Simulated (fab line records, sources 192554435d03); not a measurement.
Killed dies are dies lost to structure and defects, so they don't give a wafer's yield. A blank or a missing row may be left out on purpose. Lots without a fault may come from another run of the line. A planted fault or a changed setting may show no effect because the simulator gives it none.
Chamber matching | flow n5_finfet | N5_MOL_CONTACT_COAG_DESCUM_88 on rie_diel-05: 4 sister chambers
The step chemistry O2, time 7 s. 8 wafers are shown with their chamber, then 10 later ones without.

WAFERS WITH THEIR CHAMBER
wafer  | chamber | drypump_motor_current_A (A) | showerhead_plenum_p_Torr (Torr)
L076.6 | 1       | 6.3                         | 2.16
L077.5 | 2       | 6.6                         | 2.10
L079.2 | 2       | 6.6                         | 2.10
L082.1 | 3       | 5.6                         | 2.20
L082.3 | 0       | 5.6                         | 2.03
L082.6 | 1       | 6.3                         | 2.15
L087.3 | 0       | 5.6                         | 2.02
L087.4 | 3       | 5.5                         | 2.20

WAFERS WITHOUT THEIR CHAMBER
wafer  | drypump_motor_current_A (A) | showerhead_plenum_p_Torr (Torr)
L087.6 | 6.6                         | 2.09
L089.1 | 6.3                         | 2.15
L089.2 | 6.6                         | 2.09
L089.4 | 5.5                         | 2.20
L094.1 | 5.6                         | 2.19
L094.5 | 6.6                         | 2.09
L094.6 | 6.3                         | 2.15
L095.2 | 5.6                         | 2.02
L095.4 | 6.6                         | 2.09
L095.6 | 5.6                         | 2.02

WHICH CHAMBER EACH WENT THROUGH
wafer  | from the rows above | in truth
L087.6 | 2                   | 2
L089.1 | 1                   | 1
L089.2 | 2                   | 2
L089.4 | 3                   | 3
L094.1 | 3                   | 3
L094.5 | 2                   | 2
L094.6 | 1                   | 1
L095.2 | 0                   | 0
L095.4 | 2                   | 2
L095.6 | 0                   | 0
Placed correctly: 10 of 10. Can't be placed from these rows: 0. Placed wrongly: 0.
How it was worked out, from the rows above alone: a wafer's distance from a chamber is the root of the sum, over the readings, of the square of ((its reading less the chamber's mean) divided by the reading's scatter). The wafer belongs to the nearest chamber; if the next one is less than 2 further off, it can't be placed. A chamber's mean is the mean of its shown wafers. The scatter: the root of (the sum of the squares of (reading less its chamber's mean) over the shown wafers, divided by (wafers less chambers)).
